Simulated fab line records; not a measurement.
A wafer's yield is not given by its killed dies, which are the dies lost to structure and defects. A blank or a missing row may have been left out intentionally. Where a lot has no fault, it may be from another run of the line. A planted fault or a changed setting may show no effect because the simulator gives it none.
fab line records	flow n5_finfet
record: lots: 24	wafers: 72	last_day: 18
route steps=1938 shown BEOL_M2@911 BEOL_M3@947
lots that met no fault: from a run of the same line without faults
start_h: hours from the record's opening day to when the first of the lot's shown wafers began	wait_h: hours since the lot's step before	" identical to the entry in the row above	L1.1+2: a single row standing in for several wafers	- no value, or no start was given	* or withheld: withheld	< > ~ a bound
route shown NAME@n: a module of which the file shows steps, and the number in the route of the first	usual: mean/standard deviation taken from wafers without a fault	same: alike in all rows	chamber/n: place in a boat	sites: each site's reading	_std_site: their standard deviation	_edge_site: outer sites' mean less inner sites'	radius_mm: how far each site lies from the wafer's centre	mask NAME#n: copy n	behind: the most recent tool/chamber to have shaped the wafer	hold: cause of the lot's hold/its duration in hours/its outcome	device: the n, p or np transistor that did not switch	end of line: the route-end tests of the same wafers	a step given without rows: its recipe and nothing more	killed: dies that structure and defects cost at the first sort, which is not the same as the wafer's yield	map: dies across one wafer; x = killed, . = not, _ = none there
set.NAME: setting as actually run; set.NAME@STEP: the setting as run at that earlier step	model.NAME: the simulator's own value behind a step, which no gauge read
a sample of lots followed through the steps of the route, with each step as a table and each wafer as a row
services: a tool's chamber out of use, with start hour (start_h, from the record's first day; less than 0 if before it), hours out, and reason
== steps ==
step: N5_BEOL_M2_ANNEAL_87
recipe: temp_c: 400	time_s: 240	ambient: vacuum
usual: heater_power_w: 827/110
lot.wafer	tool	chamber	start_h	wait_h	heater_power_w
L074.2	pvd_sputter-03	-	136.28	0.0	722
L074.3	"	-	"	"	888
L074.4	"	-	"	"	886
L075.1	pvd_sputter-02	-	147.99	0.0	893
L075.4	"	-	"	"	906
L075.6	"	-	"	"	690
L077.2	pvd_sputter-03	-	151.61	0.0	866
L077.4	"	-	"	"	1031
L077.5	"	-	"	"	877
L076.2	pvd_sputter-03	-	154.82	0.0	1050
L076.3	"	-	"	"	882
L076.5	"	-	"	"	1076
L078.2	pvd_sputter-03	-	170.31	0.0	1066
L078.5	"	-	"	"	889
L078.6	"	-	"	"	1071
L079.2	pvd_sputter-01	-	173.00	0.0	723
L079.4	"	-	"	"	656
L079.6	"	-	"	"	669
L081.3	pvd_sputter-02	-	188.08	0.0	692
L081.5	"	-	"	"	903
L081.6	"	-	"	"	699
L082.1	pvd_sputter-01	-	194.40	0.0	756
L082.2	"	-	"	"	732
L082.3	"	-	"	"	675
L080.4	pvd_sputter-02	-	194.52	0.0	930
L080.5	"	-	"	"	934
L080.6	"	-	"	"	909
L083.1	pvd_sputter-02	-	200.90	0.0	946
L083.3	"	-	"	"	674
L083.4	"	-	"	"	933
L084.3	pvd_sputter-03	-	203.81	0.0	883
L084.4	"	-	"	"	713
L084.6	"	-	"	"	877
L085.2	pvd_sputter-01	-	205.36	0.0	795
L085.4	"	-	"	"	742
L085.6	"	-	"	"	733
L086.1	pvd_sputter-02	-	209.60	0.0	932
L086.2	"	-	"	"	688
L086.4	"	-	"	"	934
L087.1	pvd_sputter-03	-	216.38	0.0	883
L087.3	"	-	"	"	1071
L087.6	"	-	"	"	876
L088.2	pvd_sputter-01	-	220.61	0.0	788
L088.3	"	-	"	"	706
L088.6	"	-	"	"	645
L089.1	pvd_sputter-02	-	227.51	0.0	906
L089.2	"	-	"	"	949
L089.3	"	-	"	"	887
L090.1	pvd_sputter-01	-	238.93	0.0	783
L090.2	"	-	"	"	670
L090.3	"	-	"	"	756
L092.4	pvd_sputter-01	-	245.23	0.0	763
L092.5	"	-	"	"	655
L092.6	"	-	"	"	784
L091.1	pvd_sputter-03	-	254.22	0.0	890
L091.2	"	-	"	"	730
L091.6	"	-	"	"	867
L093.1	pvd_sputter-02	-	255.73	0.0	911
L093.5	"	-	"	"	885
L093.6	"	-	"	"	869
L094.3	pvd_sputter-01	-	264.54	0.0	727
L094.4	"	-	"	"	798
L094.6	"	-	"	"	668
L095.2	pvd_sputter-03	-	278.52	0.0	701
L095.3	"	-	"	"	881
L095.6	"	-	"	"	722
L096.1	pvd_sputter-03	-	280.62	0.0	1046
L096.4	"	-	"	"	885
L096.6	"	-	"	"	890
L097.1	pvd_sputter-02	-	290.01	0.0	914
L097.2	"	-	"	"	900
L097.4	"	-	"	"	701
step: N5_BEOL_M2_ANNEAL_93
recipe: temp_c: 400	time_s: 240	ambient: vacuum
usual: heater_power_w: 826/110
lot.wafer	tool	chamber	start_h	wait_h	heater_power_w
L074.2	pvd_sputter-03	-	136.94	0.0	720
L074.3	"	-	"	"	849
L074.4	"	-	"	"	889
L075.1	pvd_sputter-02	-	148.65	0.0	860
L075.4	"	-	"	"	910
L075.6	"	-	"	"	694
L077.2	pvd_sputter-03	-	152.27	0.0	861
L077.4	"	-	"	"	1043
L077.5	"	-	"	"	865
L076.2	pvd_sputter-03	-	155.48	0.0	1049
L076.3	"	-	"	"	878
L076.5	"	-	"	"	1024
L078.2	pvd_sputter-03	-	170.97	0.0	1068
L078.5	"	-	"	"	877
L078.6	"	-	"	"	1050
L079.2	pvd_sputter-01	-	173.66	0.0	734
L079.4	"	-	"	"	665
L079.6	"	-	"	"	663
L081.3	pvd_sputter-02	-	188.74	0.0	689
L081.5	"	-	"	"	875
L081.6	"	-	"	"	681
L082.1	pvd_sputter-01	-	195.06	0.0	750
L082.2	"	-	"	"	749
L082.3	"	-	"	"	655
L080.4	pvd_sputter-02	-	195.18	0.0	921
L080.5	"	-	"	"	929
L080.6	"	-	"	"	932
L083.1	pvd_sputter-02	-	201.56	0.0	918
L083.3	"	-	"	"	685
L083.4	"	-	"	"	913
L084.3	pvd_sputter-03	-	204.47	0.0	872
L084.4	"	-	"	"	707
L084.6	"	-	"	"	875
L085.2	pvd_sputter-01	-	206.02	0.0	781
L085.4	"	-	"	"	772
L085.6	"	-	"	"	716
L086.1	pvd_sputter-02	-	210.26	0.0	894
L086.2	"	-	"	"	693
L086.4	"	-	"	"	929
L087.1	pvd_sputter-03	-	217.04	0.0	887
L087.3	"	-	"	"	1060
L087.6	"	-	"	"	878
L088.2	pvd_sputter-01	-	221.27	0.0	801
L088.3	"	-	"	"	746
L088.6	"	-	"	"	682
L089.1	pvd_sputter-02	-	228.17	0.0	917
L089.2	"	-	"	"	897
L089.3	"	-	"	"	877
L090.1	pvd_sputter-01	-	239.59	0.0	796
L090.2	"	-	"	"	668
L090.3	"	-	"	"	740
L092.4	pvd_sputter-01	-	245.89	0.0	747
L092.5	"	-	"	"	657
L092.6	"	-	"	"	787
L091.1	pvd_sputter-03	-	254.88	0.0	888
L091.2	"	-	"	"	684
L091.6	"	-	"	"	871
L093.1	pvd_sputter-02	-	256.39	0.0	917
L093.5	"	-	"	"	926
L093.6	"	-	"	"	895
L094.3	pvd_sputter-01	-	265.20	0.0	727
L094.4	"	-	"	"	789
L094.6	"	-	"	"	669
L095.2	pvd_sputter-03	-	279.18	0.0	709
L095.3	"	-	"	"	863
L095.6	"	-	"	"	701
L096.1	pvd_sputter-03	-	281.28	0.0	1051
L096.4	"	-	"	"	874
L096.6	"	-	"	"	901
L097.1	pvd_sputter-02	-	290.67	0.0	898
L097.2	"	-	"	"	852
L097.4	"	-	"	"	680
step: N5_BEOL_M2_PRE_CLEAN_60
recipe: gas: NH3/H2	time_s: 15	temp_c: *	rf_power_w: 300
usual: heater_power_w: 85/20
lot.wafer	tool	chamber	start_h	wait_h	heater_power_w
L074.2	cvd_co-01	0	138.13	0.0	84
L074.3	"	2	"	"	82
L074.4	"	1	"	"	78
L075.1	cvd_co-02	1	149.85	0.0	124
L075.4	"	0	"	"	69
L075.6	"	2	"	"	64
L077.2	cvd_co-01	0	153.45	0.0	85
L077.4	"	2	"	"	84
L077.5	"	0	"	"	83
L076.2	cvd_co-01	0	156.67	0.0	81
L076.3	"	2	"	"	84
L076.5	"	0	"	"	80
L078.2	cvd_co-01	2	172.18	0.1	83
L078.5	"	1	"	"	77
L078.6	"	2	"	"	86
L079.2	cvd_co-01	2	174.91	0.0	84
L079.4	"	0	"	"	82
L079.6	"	1	"	"	78
L081.3	cvd_co-02	1	189.92	0.0	129
L081.5	"	1	"	"	130
L081.6	"	2	"	"	66
L082.1	cvd_co-02	0	196.41	0.0	70
L082.2	"	2	"	"	64
L082.3	"	1	"	"	127
L080.4	cvd_co-02	1	196.65	0.1	123
L080.5	"	0	"	"	69
L080.6	"	2	"	"	64
L083.1	cvd_co-02	2	202.91	0.2	64
L083.3	"	2	"	"	64
L083.4	"	1	"	"	129
L084.3	cvd_co-02	1	205.74	0.0	126
L084.4	"	1	"	"	127
L084.6	"	2	"	"	65
L085.2	cvd_co-01	2	207.21	0.0	85
L085.4	"	0	"	"	84
L085.6	"	2	"	"	85
L086.1	cvd_co-02	0	211.46	0.0	70
L086.2	"	1	"	"	126
L086.4	"	1	"	"	126
L087.1	cvd_co-01	0	218.28	0.0	83
L087.3	"	2	"	"	86
L087.6	"	2	"	"	81
L088.2	cvd_co-02	2	222.46	0.0	64
L088.3	"	1	"	"	126
L088.6	"	2	"	"	63
L089.1	cvd_co-02	0	229.41	0.0	69
L089.2	"	2	"	"	65
L089.3	"	1	"	"	126
L090.1	cvd_co-02	0	240.78	0.0	71
L090.2	"	2	"	"	66
L090.3	"	1	"	"	126
L092.4	cvd_co-01	1	247.37	0.1	80
L092.5	"	0	"	"	85
L092.6	"	2	"	"	82
L091.1	cvd_co-01	1	256.07	0.0	80
L091.2	"	0	"	"	82
L091.6	"	0	"	"	83
L093.1	cvd_co-01	0	257.57	0.0	84
L093.5	"	2	"	"	83
L093.6	"	0	"	"	82
L094.3	cvd_co-02	1	266.40	0.0	126
L094.4	"	2	"	"	63
L094.6	"	1	"	"	126
L095.2	cvd_co-01	1	280.41	0.0	81
L095.3	"	2	"	"	85
L095.6	"	2	"	"	88
L096.1	cvd_co-01	1	282.61	0.2	82
L096.4	"	0	"	"	85
L096.6	"	2	"	"	84
L097.1	cvd_co-02	1	291.86	0.0	128
L097.2	"	2	"	"	66
L097.4	"	2	"	"	67
step: N5_BEOL_M2_INSPECT_59
recipe: inspect_instrument: darkfield	mode: post_dep
usual: raw_defect_count: 71/25
lot.wafer	tool	chamber	start_h	wait_h	raw_defect_count
L074.2	defect_inspect-01	-	138.38	0.0	65
L074.3	"	-	"	"	62
L074.4	"	-	"	"	66
L075.1	defect_inspect-01	-	150.09	0.0	66
L075.4	"	-	"	"	49
L075.6	"	-	"	"	51
L077.2	defect_inspect-02	-	153.70	0.0	106
L077.4	"	-	"	"	68
L077.5	"	-	"	"	77
L076.2	defect_inspect-02	-	156.92	0.0	92
L076.3	"	-	"	"	67
L076.5	"	-	"	"	30
L078.2	defect_inspect-01	-	172.43	0.0	66
L078.5	"	-	"	"	66
L078.6	"	-	"	"	63
L079.2	defect_inspect-01	-	175.16	0.0	75
L079.4	"	-	"	"	63
L079.6	"	-	"	"	51
L081.3	defect_inspect-01	-	190.17	0.0	115
L081.5	"	-	"	"	87
L081.6	"	-	"	"	98
L082.1	defect_inspect-02	-	196.66	0.0	66
L082.2	"	-	"	"	55
L082.3	"	-	"	"	55
L080.4	defect_inspect-01	-	196.89	0.0	64
L080.5	"	-	"	"	67
L080.6	"	-	"	"	33
L083.1	defect_inspect-02	-	203.22	0.0	46
L083.3	"	-	"	"	81
L083.4	"	-	"	"	47
L084.3	defect_inspect-01	-	205.99	0.0	175
L084.4	"	-	"	"	80
L084.6	"	-	"	"	85
L085.2	defect_inspect-01	-	207.46	0.0	95
L085.4	"	-	"	"	77
L085.6	"	-	"	"	53
L086.1	defect_inspect-02	-	211.74	0.0	44
L086.2	"	-	"	"	83
L086.4	"	-	"	"	55
L087.1	defect_inspect-01	-	218.54	0.0	81
L087.3	"	-	"	"	58
L087.6	"	-	"	"	58
L088.2	defect_inspect-02	-	222.71	0.0	85
L088.3	"	-	"	"	67
L088.6	"	-	"	"	48
L089.1	defect_inspect-01	-	229.66	0.0	102
L089.2	"	-	"	"	115
L089.3	"	-	"	"	95
L090.1	defect_inspect-02	-	241.03	0.0	87
L090.2	"	-	"	"	46
L090.3	"	-	"	"	47
L092.4	defect_inspect-02	-	247.60	0.0	69
L092.5	"	-	"	"	56
L092.6	"	-	"	"	84
L091.1	defect_inspect-02	-	256.32	0.0	89
L091.2	"	-	"	"	97
L091.6	"	-	"	"	81
L093.1	defect_inspect-02	-	257.82	0.0	89
L093.5	"	-	"	"	42
L093.6	"	-	"	"	93
L094.3	defect_inspect-02	-	266.66	0.0	42
L094.4	"	-	"	"	52
L094.6	"	-	"	"	44
L095.2	defect_inspect-01	-	280.66	0.0	71
L095.3	"	-	"	"	55
L095.6	"	-	"	"	42
L096.1	defect_inspect-02	-	282.86	0.0	68
L096.4	"	-	"	"	106
L096.6	"	-	"	"	72
L097.1	defect_inspect-01	-	292.11	0.0	99
L097.2	"	-	"	"	106
L097.4	"	-	"	"	141
step: N5_BEOL_M3_DESCUM_16
recipe: chemistry: O2	time_s: 7	source_power_w: 50	bias_power_w: 20	pressure_mtorr: 20	rf_frequency_hz: 2.712e+07	temp_c: 40	resist: CAR-EUV	o2_flow_sccm: 225
usual: drypump_motor_current_A: 5.63/0.3	oes_product_au: 0.79/0.092	rf_vpp_V: 243.5/1	showerhead_plenum_p_Torr: 2.12/0.044	throttle_valve_pct: 20.42/0.24
lot.wafer	tool	chamber	start_h	wait_h	drypump_motor_current_A	oes_product_au	rf_hours_counter_h	rf_vpp_V	showerhead_plenum_p_Torr	throttle_valve_pct
L074.2	rie_diel-06	3	140.00	0.0	5.25	0.85	58	243.1	2.04	20.36
L074.3	"	2	"	"	5.54	0.72	180	243.0	2.09	20.56
L074.4	"	3	"	"	5.28	0.86	-	243.2	2.04	20.37
L075.1	rie_diel-01	2	151.09	0.0	5.28	0.68	220	244.4	2.08	20.40
L075.4	"	0	"	"	6.10	0.94	2	244.0	2.17	20.51
L075.6	"	0	"	"	6.10	0.93	-	242.5	2.17	20.48
L077.2	rie_diel-01	2	154.57	0.0	5.27	0.68	221	243.5	2.08	20.42
L077.4	"	0	"	"	6.07	0.93	3	244.4	2.16	20.50
L077.5	"	3	"	"	5.73	0.76	-	244.1	2.15	20.04
L076.2	rie_diel-01	2	158.38	0.2	5.27	0.68	223	242.5	2.08	20.41
L076.3	"	0	"	"	6.09	0.92	5	243.8	2.16	20.51
L076.5	"	0	"	"	6.09	0.92	-	245.0	2.16	20.50
L078.2	rie_diel-01	3	175.45	0.5	5.77	0.75	195	244.8	2.14	20.05
L078.5	"	1	"	"	5.96	0.69	-	244.0	2.18	20.97
L078.6	"	0	"	"	6.08	0.90	-	243.7	2.16	20.53
L079.2	rie_diel-05	3	178.72	0.8	5.54	0.69	215	243.8	2.07	20.68
L079.4	"	0	"	"	6.01	0.76	166	244.7	2.18	20.30
L079.6	"	3	"	"	5.55	0.69	-	243.1	2.07	20.69
L081.3	rie_diel-05	1	192.27	0.0	5.32	0.81	90	243.6	2.11	20.22
L081.5	"	3	"	"	5.54	0.69	-	241.9	2.07	20.70
L081.6	"	2	"	"	5.56	0.85	-	244.0	2.11	20.30
L082.1	rie_diel-01	3	198.54	0.0	5.75	0.75	202	245.3	2.14	20.07
L082.2	"	2	"	"	5.26	0.68	236	242.0	2.08	20.42
L082.3	"	0	"	"	6.08	0.87	19	244.7	2.16	20.53
L080.4	rie_diel-05	0	198.70	0.0	6.03	0.75	172	244.6	2.18	20.28
L080.5	"	2	"	"	5.51	0.83	-	243.0	2.11	20.31
L080.6	"	3	"	"	5.53	0.70	-	242.3	2.07	20.71
L083.1	rie_diel-05	0	205.62	0.3	6.08	0.75	174	244.7	2.18	20.32
L083.3	"	2	"	"	5.57	0.83	60	242.9	2.11	20.30
L083.4	"	3	"	"	5.55	0.70	224	243.0	2.07	20.71
L084.3	rie_diel-06	2	208.21	0.3	5.55	0.70	199	242.2	2.09	20.59
L084.4	"	1	"	"	5.29	0.96	6	244.9	2.14	20.01
L084.6	"	1	"	"	5.28	0.95	-	243.2	2.14	20.01
L085.2	rie_diel-01	3	208.60	0.0	5.78	0.73	206	244.6	2.14	20.09
L085.4	"	2	"	"	5.26	0.68	240	242.9	2.08	20.42
L085.6	"	3	"	"	5.70	0.74	-	244.3	2.14	20.08
L086.1	rie_diel-05	1	213.04	0.0	5.29	0.80	96	242.8	2.11	20.24
L086.2	"	2	"	"	5.54	0.84	62	243.9	2.11	20.30
L086.4	"	0	"	"	6.04	0.76	176	244.7	2.18	20.30
L087.1	rie_diel-06	1	219.81	0.0	5.28	0.95	9	244.1	2.14	20.03
L087.3	"	3	"	"	5.26	0.83	91	242.9	2.03	20.44
L087.6	"	2	"	"	5.56	0.70	-	242.5	2.08	20.61
L088.2	rie_diel-06	1	223.83	0.0	5.27	0.93	11	243.7	2.14	20.02
L088.3	"	0	"	"	5.83	0.71	190	244.6	2.14	20.33
L088.6	"	2	"	"	5.58	0.70	-	243.1	2.08	20.59
L089.1	rie_diel-05	3	231.20	0.0	5.55	0.68	230	242.8	2.07	20.71
L089.2	"	0	"	"	5.98	0.74	181	244.8	2.17	20.33
L089.3	"	1	"	"	5.27	0.79	102	242.3	2.11	20.25
L090.1	rie_diel-05	1	244.16	0.4	5.27	0.78	106	244.2	2.11	20.25
L090.2	"	0	"	"	6.06	0.74	185	242.2	2.17	20.31
L090.3	"	2	"	"	5.54	0.81	71	242.9	2.11	20.34
L092.4	rie_diel-05	1	252.26	0.0	5.27	0.79	108	242.8	2.11	20.25
L092.5	"	0	"	"	6.04	0.74	-	243.0	2.17	20.33
L092.6	"	1	"	"	5.28	0.79	-	241.9	2.11	20.26
L091.1	rie_diel-06	0	257.72	0.0	5.83	0.71	199	244.1	2.14	20.32
L091.2	"	3	"	"	5.27	0.81	102	241.2	2.02	20.44
L091.6	"	0	"	"	5.85	0.72	-	244.9	2.14	20.34
L093.1	rie_diel-06	3	259.09	0.0	5.25	0.80	103	242.1	2.02	20.46
L093.5	"	3	"	"	5.28	0.81	-	241.4	2.02	20.44
L093.6	"	2	"	"	5.55	0.70	-	241.8	2.08	20.62
L094.3	rie_diel-05	0	268.16	0.2	5.99	0.73	191	244.9	2.17	20.33
L094.4	"	3	"	"	5.55	0.67	241	243.8	2.06	20.72
L094.6	"	3	"	"	5.55	0.67	-	242.5	2.06	20.74
L095.2	rie_diel-01	0	282.79	0.0	6.10	0.82	51	243.7	2.15	20.60
L095.3	"	1	"	"	5.96	0.94	10	244.9	2.17	20.63
L095.6	"	2	"	"	5.24	0.97	-	242.3	2.07	20.22
L096.1	rie_diel-01	2	285.59	0.0	5.26	0.97	2	242.6	2.07	20.23
L096.4	"	3	"	"	5.77	0.71	235	244.6	2.13	20.11
L096.6	"	2	"	"	5.26	0.99	-	240.8	2.07	20.21
L097.1	rie_diel-01	2	293.59	0.0	5.25	0.96	5	243.6	2.07	20.21
L097.2	"	0	"	"	6.08	0.82	55	243.7	2.15	20.60
L097.4	"	3	"	"	5.74	0.71	237	243.7	2.13	20.11
step: N5_BEOL_M3_SPUTTER_86
recipe: material: Cu	target_thk_a: 45	temp_c: -20	chamber_pressure_pa: 0.07	power_w: withheld	time_s: 8.29
usual: throttle_valve_pct: 30.3/1
lot.wafer	tool	chamber	start_h	wait_h	throttle_valve_pct
L074.2	pvd_sputter-02	-	151.37	0.1	32.0
L074.3	"	-	"	"	30.5
L074.4	"	-	"	"	29.9
L075.1	pvd_sputter-02	-	154.87	0.1	30.6
L075.4	"	-	"	"	29.9
L075.6	"	-	"	"	32.0
L077.2	pvd_sputter-01	-	167.82	0.1	29.9
L077.4	"	-	"	"	28.3
L077.5	"	-	"	"	29.8
L076.2	pvd_sputter-03	-	168.05	0.1	30.7
L076.3	"	-	"	"	29.2
L076.5	"	-	"	"	29.5
L078.2	pvd_sputter-01	-	185.05	0.1	31.0
L078.5	"	-	"	"	31.3
L078.6	"	-	"	"	29.8
L079.2	pvd_sputter-02	-	189.84	0.1	30.4
L079.4	"	-	"	"	30.0
L079.6	"	-	"	"	30.5
L081.3	pvd_sputter-03	-	198.17	0.1	30.5
L081.5	"	-	"	"	29.4
L081.6	"	-	"	"	30.8
L082.1	pvd_sputter-01	-	203.36	0.1	28.6
L082.2	"	-	"	"	31.7
L082.3	"	-	"	"	31.1
L080.4	pvd_sputter-02	-	203.54	0.1	29.9
L080.5	"	-	"	"	29.8
L080.6	"	-	"	"	30.0
L083.1	pvd_sputter-01	-	217.95	0.1	28.5
L083.3	"	-	"	"	30.0
L083.4	"	-	"	"	31.2
L086.1	pvd_sputter-01	-	222.37	0.1	28.5
L086.2	"	-	"	"	31.7
L086.4	"	-	"	"	31.3
L084.3	pvd_sputter-02	-	224.08	0.1	31.9
L084.4	"	-	"	"	29.9
L084.6	"	-	"	"	30.0
L085.2	pvd_sputter-01	-	224.21	0.1	31.5
L085.4	"	-	"	"	31.0
L085.6	"	-	"	"	31.5
L088.2	pvd_sputter-02	-	232.05	0.1	32.1
L088.3	"	-	"	"	29.9
L088.6	"	-	"	"	30.1
L087.1	pvd_sputter-01	-	232.67	0.1	31.4
L087.3	"	-	"	"	29.9
L087.6	"	-	"	"	28.3
L089.1	pvd_sputter-03	-	241.76	0.1	31.0
L089.2	"	-	"	"	29.5
L089.3	"	-	"	"	30.7
L090.1	pvd_sputter-02	-	250.13	0.1	29.9
L090.2	"	-	"	"	30.5
L090.3	"	-	"	"	30.0
L092.4	pvd_sputter-01	-	259.21	0.1	28.2
L092.5	"	-	"	"	31.2
L092.6	"	-	"	"	29.7
L091.1	pvd_sputter-01	-	266.30	0.1	28.3
L091.2	"	-	"	"	31.7
L091.6	"	-	"	"	31.3
L093.1	pvd_sputter-01	-	271.71	0.1	31.6
L093.5	"	-	"	"	28.2
L093.6	"	-	"	"	30.0
L094.3	pvd_sputter-02	-	276.19	0.1	30.4
L094.4	"	-	"	"	30.2
L094.6	"	-	"	"	32.0
L095.2	pvd_sputter-02	-	287.61	0.1	29.9
L095.3	"	-	"	"	30.7
L095.6	"	-	"	"	29.8
L096.1	pvd_sputter-01	-	290.41	0.1	29.9
L096.4	"	-	"	"	28.5
L096.6	"	-	"	"	28.3
L097.1	pvd_sputter-02	-	304.82	0.1	29.9
L097.2	"	-	"	"	29.7
L097.4	"	-	"	"	32.2
== services ==
tool	chamber	start_h	hours	kind
cvd_co-01	1	114.74	-	clean
cvd_co-01	1	114.74	22.0	scheduled_down
cvd_co-01	1	114.74	22.0	vent_cycle
cvd_co-02	-	125.00	0.2	repair
rie_diel-01	0	126.57	-	clean
rie_diel-01	0	126.57	-	consumable_replace:focus_ring
rie_diel-01	0	126.57	18.5	scheduled_down
rie_diel-01	0	126.57	18.5	vent_cycle
rie_diel-06	1	130.63	9.8	repair
rie_diel-06	2	149.71	12.8	repair
rie_diel-01	3	157.99	1.5	repair
cvd_co-01	-	174.11	0.4	repair
rie_diel-06	1	177.25	22.2	repair
rie_diel-06	2	194.15	4.6	repair
cvd_co-02	0	201.54	3.7	repair
rie_diel-01	1	239.29	-	clean
rie_diel-01	1	239.29	-	consumable_replace:focus_ring
rie_diel-01	1	239.29	17.8	scheduled_down
rie_diel-01	1	239.29	17.8	vent_cycle
rie_diel-01	2	257.19	-	clean
rie_diel-01	2	257.19	-	consumable_replace:focus_ring
pvd_sputter-01	-	260.51	3.0	repair
rie_diel-06	0	274.36	3.1	repair
rie_diel-06	3	294.02	4.3	repair
== key ==
fault none
